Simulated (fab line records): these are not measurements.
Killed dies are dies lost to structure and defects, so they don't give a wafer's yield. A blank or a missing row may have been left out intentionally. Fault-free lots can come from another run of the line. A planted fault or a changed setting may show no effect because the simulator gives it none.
fab line records -- flow n5Finfet -- part 2 of 2: steps 23 to 36 of 36
[record] lots = 5, wafers = 15, lastDay = 17
route steps=1938 shown BEOL_M7@1263
lots that met no fault: taken from a fault-free run of the same line
startH: hours from the record's first day to the start of the lot's first wafer shown -- waitH: how many hours have passed since the lot's step before this one -- " same as the row above -- L1.1+2: a single row standing in for several wafers -- - no value present, or no start provided -- * or withheld: withheld -- < > ~ a bound
route shown NAME@n: NAME is a module with steps in the file, n the number in the route of the first one -- usual: average and standard deviation across the fault-free wafers -- same: alike in all rows -- chamber/n: place in a boat -- sites: readings site by site -- _std_site: the standard deviation of these -- _edge_site: the outer-site mean with the inner-site mean subtracted -- radiusMm: for every site, how far away it sits from the centre of the wafer -- mask NAME#n: copy n -- behind: tool/chamber where the wafer was last shaped -- hold: why the lot went on hold/how many hours it stayed there/how the hold came to an end -- device: transistor that didn't switch, given as n, p or np -- end of line: at the end of the route, the tests of the same wafers -- a step without rows: its recipe alone -- killed: not the wafer's yield, but the dies lost to structure and defects at the first sort -- map: dies across one wafer; x = killed, . = not, _ = none there
set.NAME: the run value of the setting; set.NAME@STEP: its run value at that earlier step -- model.NAME: the simulator's own value behind a step, which no gauge read
lots at selected steps of the route; one table per step, one row per wafer
services: from which hour (startH, from the record's first day; less than 0 if before it) a tool's chamber was out of use, for how many hours, and why
[[steps]]
[step N5_BEOL_M7_STRIP_19]
[recipe] chemistry = O2, powerW = 400, tempC = 40, pressureMtorr = 30, rfFrequencyHz = 6e+07, biasPowerW = 0, overashFraction = 0.2, o2FlowSccm = 225
[usual] drypumpMotorCurrentA = 5.6/0.42, oesProductAu = 0.78/0.084, rfVppV = 3.6/0.59, showerheadPlenumPTorr = 2.09/0.069, throttleValvePct = 16.80/0.21
lot.wafer,tool,chamber,startH,waitH,drypumpMotorCurrentA,oesProductAu,rfHoursCounterH,rfVppV,showerheadPlenumPTorr,throttleValvePct
L074.1,rieDiel-03,1,202.63,0.4,5.4,0.88,28,4.5,2.24,16.72
L074.2,rieDiel-03,2,202.63,0.4,5.3,0.92,11,4.1,2.06,16.25
L074.5,rieDiel-03,0,202.63,0.4,5.1,0.72,-,3.8,2.07,16.75
L087.2,rieDiel-04,0,280.88,0.1,5.9,0.70,218,3.2,2.09,17.08
L087.4,rieDiel-04,2,280.88,0.1,5.7,0.98,-,2.8,2.26,16.78
L087.6,rieDiel-04,1,280.88,0.1,5.3,0.69,-,3.9,2.06,16.72
L094.1,rieDiel-06,0,331.96,0.2,5.2,0.76,124,4.8,2.01,16.53
L094.2,rieDiel-06,3,331.96,0.2,6.2,0.81,88,3.5,2.11,16.53
L094.5,rieDiel-06,1,331.96,0.2,5.7,0.71,-,3.0,2.06,16.98
L096.1,rieDiel-03,1,332.19,0.1,5.4,0.82,67,2.9,2.22,16.78
L096.2,rieDiel-03,0,332.19,0.1,5.1,0.69,241,3.3,2.06,16.81
L096.4,rieDiel-03,3,332.19,0.1,6.4,0.83,-,4.6,2.13,16.91
L095.1,rieDiel-06,2,337.85,0.1,6.0,0.91,14,3.2,2.05,16.53
L095.3,rieDiel-06,1,337.85,0.1,5.7,0.72,227,3.6,2.06,16.97
L095.4,rieDiel-06,0,337.85,0.1,5.2,0.77,125,3.3,2.01,16.54
[step N5_BEOL_M7_CD_MEAS_18]
[recipe] pitchNm = 80, targetCdNm = 40
[usual] cdNm = 39.9/0.8
lot.wafer,tool,chamber,startH,waitH,cdNm
L074.1,cdSem-03,-,202.70,0.0,39.2
L074.2,cdSem-03,-,202.70,0.0,40.2
L074.5,cdSem-03,-,202.70,0.0,40.1
L087.2,cdSem-02,-,280.96,0.1,39.2
L087.4,cdSem-02,-,280.96,0.1,39.6
L087.6,cdSem-02,-,280.96,0.1,40.5
L094.1,cdSem-03,-,332.04,0.1,39.6
L094.2,cdSem-03,-,332.04,0.1,39.2
L094.5,cdSem-03,-,332.04,0.1,40.7
L096.1,cdSem-03,-,332.26,0.0,39.5
L096.2,cdSem-03,-,332.26,0.0,39.5
L096.4,cdSem-03,-,332.26,0.0,39.0
L095.1,cdSem-03,-,337.92,0.0,39.7
L095.3,cdSem-03,-,337.92,0.0,38.5
L095.4,cdSem-03,-,337.92,0.0,40.7
[step N5_BEOL_M7_COAT_63]
[recipe] resist = SOC, tempC = 250, timeS = 60, spinRpm = 1500, resistThkNm = 60
lot.wafer,tool,chamber,startH,waitH
L074.1+2+5,lithoTrack-04,0,202.86,0.2
L087.2+4+6,lithoTrack-04,0,280.99,0.0
L094.1+2+5,lithoTrack-03,0,332.53,0.5
L096.1+2+4,lithoTrack-04,0,332.53,0.3
L095.1+3+4,lithoTrack-04,0,339.98,2.1
[step N5_BEOL_M7_COAT_64]
[recipe] resist = SiARC, tempC = 220, timeS = 60, spinRpm = 1500, resistThkNm = 12
lot.wafer,tool,chamber,startH,waitH
L074.1+2+5,lithoTrack-04,0,-,-
L087.2+4+6,lithoTrack-04,0,-,-
L094.1+2+5,lithoTrack-03,0,-,-
L096.1+2+4,lithoTrack-04,0,-,-
L095.1+3+4,lithoTrack-04,0,-,-
[step N5_BEOL_M7_COAT_71]
[recipe] resist = underlayer, tempC = 205, timeS = 60, spinRpm = 1500, resistThkNm = 5
lot.wafer,tool,chamber,startH,waitH
L074.1+2+5,lithoTrack-04,0,-,-
L087.2+4+6,lithoTrack-04,0,-,-
L094.1+2+5,lithoTrack-03,0,-,-
L096.1+2+4,lithoTrack-04,0,-,-
L095.1+3+4,lithoTrack-04,0,-,-
[step N5_BEOL_M7_COAT_22]
[recipe] resist = CAR-EUV, spinRpm = 1500, resistThkNm = 30
lot.wafer,tool,chamber,startH,waitH
L074.1+2+5,lithoTrack-04,0,-,-
L087.2+4+6,lithoTrack-04,0,-,-
L094.1+2+5,lithoTrack-03,0,-,-
L096.1+2+4,lithoTrack-04,0,-,-
L095.1+3+4,lithoTrack-04,0,-,-
[step N5_BEOL_M7_EBR_24]
[recipe] solvent = PGMEA, ebrWidthMm = 1.5
lot.wafer,tool,chamber,startH,waitH
L074.1+2+5,lithoTrack-04,0,-,-
L087.2+4+6,lithoTrack-04,0,-,-
L094.1+2+5,lithoTrack-03,0,-,-
L096.1+2+4,lithoTrack-04,0,-,-
L095.1+3+4,lithoTrack-04,0,-,-
[step N5_BEOL_M7_SOFTBAKE_23]
[recipe] tempC = 110, timeS = 60, resist = CAR-EUV
lot.wafer,tool,chamber,startH,waitH
L074.1+2+5,lithoTrack-04,0,-,-
L087.2+4+6,lithoTrack-04,0,-,-
L094.1+2+5,lithoTrack-03,0,-,-
L096.1+2+4,lithoTrack-04,0,-,-
L095.1+3+4,lithoTrack-04,0,-,-
[step N5_BEOL_M7_EXPOSE_25]
[recipe] maskId = V6, na = 0.33, sourceShape = annular, sigmaInner = 0.4, sigmaOuter = 0.8, polarization = unpolarized, targetCdNm = 40, doseMj = 42.5
[usual] exposureDoseMJCm2 = 42.43/0.047
lot.wafer,tool,chamber,startH,waitH,mask,exposureDoseMJCm2
L074.1,euvScanner-01,0,203.00,-,V6#0,42.40
L074.2,euvScanner-01,0,203.00,-,V6#0,42.37
L074.5,euvScanner-01,0,203.00,-,V6#0,42.39
L087.2,euvScanner-01,0,281.18,-,V6#0,42.50
L087.4,euvScanner-01,0,281.18,-,V6#0,42.43
L087.6,euvScanner-01,0,281.18,-,V6#0,42.43
L094.1,euvScanner-02,0,332.79,-,V6#0,42.41
L094.2,euvScanner-02,0,332.79,-,V6#0,42.46
L094.5,euvScanner-02,0,332.79,-,V6#0,42.48
L096.1,euvScanner-01,0,332.96,-,V6#0,42.42
L096.2,euvScanner-01,0,332.96,-,V6#0,42.41
L096.4,euvScanner-01,0,332.96,-,V6#0,42.37
L095.1,euvScanner-01,0,340.11,-,V6#0,42.44
L095.3,euvScanner-01,0,340.11,-,V6#0,42.47
L095.4,euvScanner-01,0,340.11,-,V6#0,42.51
[step N5_BEOL_M7_PEB_26]
[recipe] pebTempC = 100, pebTimeS = 60, resist = CAR-EUV
lot.wafer,tool,chamber,startH,waitH
L074.1+2+5,lithoTrack-03,0,203.06,0.1
L087.2+4+6,lithoTrack-05,0,281.24,0.1
L094.1+2+5,lithoTrack-03,0,332.86,0.1
L096.1+2+4,lithoTrack-03,0,333.03,0.1
L095.1+3+4,lithoTrack-04,0,340.18,0.1
[step N5_BEOL_M7_DEVELOP_27]
[recipe] developTimeS = 30, developer = TMAH, resist = CAR-EUV, rinseLiquid = surfactantRinse, dry = airSpin, devTempC = 23
lot.wafer,tool,chamber,startH,waitH
L074.1+2+5,lithoTrack-03,0,-,-
L087.2+4+6,lithoTrack-05,0,-,-
L094.1+2+5,lithoTrack-03,0,-,-
L096.1+2+4,lithoTrack-03,0,-,-
L095.1+3+4,lithoTrack-04,0,-,-
[step N5_BEOL_M7_CD_MEAS_28]
[recipe] targetCdNm = 40, landingEnergyEv = 500, detector = seInlens
[usual] cdNm = 39.96/0.23
lot.wafer,tool,chamber,startH,waitH,cdNm
L074.1,cdSem-02,0,203.13,-,39.69
L074.2,cdSem-02,0,203.13,-,39.84
L074.5,cdSem-02,0,203.13,-,39.99
L087.2,cdSem-01,0,281.31,-,40.12
L087.4,cdSem-01,0,281.31,-,39.64
L087.6,cdSem-01,0,281.31,-,39.86
L094.1,cdSem-02,0,332.92,-,40.03
L094.2,cdSem-02,0,332.92,-,40.28
L094.5,cdSem-02,0,332.92,-,40.11
L096.1,cdSem-02,0,333.09,-,39.98
L096.2,cdSem-02,0,333.09,-,40.01
L096.4,cdSem-02,0,333.09,-,39.84
L095.1,cdSem-03,0,340.25,-,39.66
L095.3,cdSem-03,0,340.25,-,39.93
L095.4,cdSem-03,0,340.25,-,40.42
[step N5_BEOL_M7_OVL_MEAS_29]
[recipe] pointsPerWafer = 522
[usual] V6_OVL = -0.7/0.64
lot.wafer,tool,chamber,startH,waitH,V6_OVL[nm]
L074.1,overlay-02,0,203.16,0.0,0.0
L074.2,overlay-02,0,203.16,0.0,-0.2
L074.5,overlay-02,0,203.16,0.0,-0.5
L087.2,overlay-02,0,281.34,0.0,0.4
L087.4,overlay-02,0,281.34,0.0,-0.2
L087.6,overlay-02,0,281.34,0.0,-0.2
L094.1,overlay-01,0,332.95,0.0,-1.6
L094.2,overlay-01,0,332.95,0.0,-1.0
L094.5,overlay-01,0,332.95,0.0,-1.7
L096.1,overlay-01,0,333.12,0.0,-0.6
L096.2,overlay-01,0,333.12,0.0,0.6
L096.4,overlay-01,0,333.12,0.0,0.1
L095.1,overlay-02,0,340.28,0.0,-0.4
L095.3,overlay-02,0,340.28,0.0,-0.3
L095.4,overlay-02,0,340.28,0.0,-0.6
[step N5_BEOL_M7_INSPECT_30]
[recipe] mode = adi, inspectInstrument = brightfield
[usual] rawDefectCount = 394/78
lot.wafer,tool,chamber,startH,waitH,rawDefectCount
L074.1,defectInspect-01,-,203.22,0.1,345
L074.2,defectInspect-01,-,203.22,0.1,249
L074.5,defectInspect-01,-,203.22,0.1,255
L087.2,defectInspect-01,-,281.39,0.0,418
L087.4,defectInspect-01,-,281.39,0.0,432
L087.6,defectInspect-01,-,281.39,0.0,688
L094.1,defectInspect-02,-,333.01,0.1,496
L094.2,defectInspect-02,-,333.01,0.1,450
L094.5,defectInspect-02,-,333.01,0.1,478
L096.1,defectInspect-01,-,333.18,0.1,354
L096.2,defectInspect-01,-,333.18,0.1,366
L096.4,defectInspect-01,-,333.18,0.1,359
L095.1,defectInspect-01,-,340.34,0.1,367
L095.3,defectInspect-01,-,340.34,0.1,357
L095.4,defectInspect-01,-,340.34,0.1,447
[[services]]
tool,chamber,startH,hours,kind
pecvd-02,-,177.81,12.4,repair
pecvd-03,2,180.79,5.7,repair
rieDiel-04,-,188.17,14.6,pm
arfiScanner-01,-,193.28,0.3,repair
euvScanner-01,-,204.68,1.0,pm
rieDiel-03,-,239.00,15.6,pm
euvScanner-01,-,239.59,0.8,repair
pecvd-03,-,242.55,1.7,repair
pecvd-03,-,247.71,5.3,repair
arfiScanner-01,-,252.58,0.8,pm
arfiScanner-01,-,260.25,1.3,repair
euvScanner-01,-,265.41,1.0,pm
arfiScanner-01,-,265.90,6.0,pm
rieDiel-06,0,267.66,4.5,repair
arfiScanner-01,-,274.84,1.3,pm
rieDiel-04,3,278.44,4.5,repair
euvScanner-01,-,285.18,4.6,pm
arfiScanner-01,-,292.70,4.9,pm
rieDiel-03,2,296.51,115.9,repair
rieDiel-04,3,296.85,3.5,repair
pecvd-03,1,300.78,2.8,repair
euvScanner-01,-,316.93,1.0,pm
pecvd-03,1,322.46,12.9,repair
rieDiel-04,1,334.75,7.2,repair
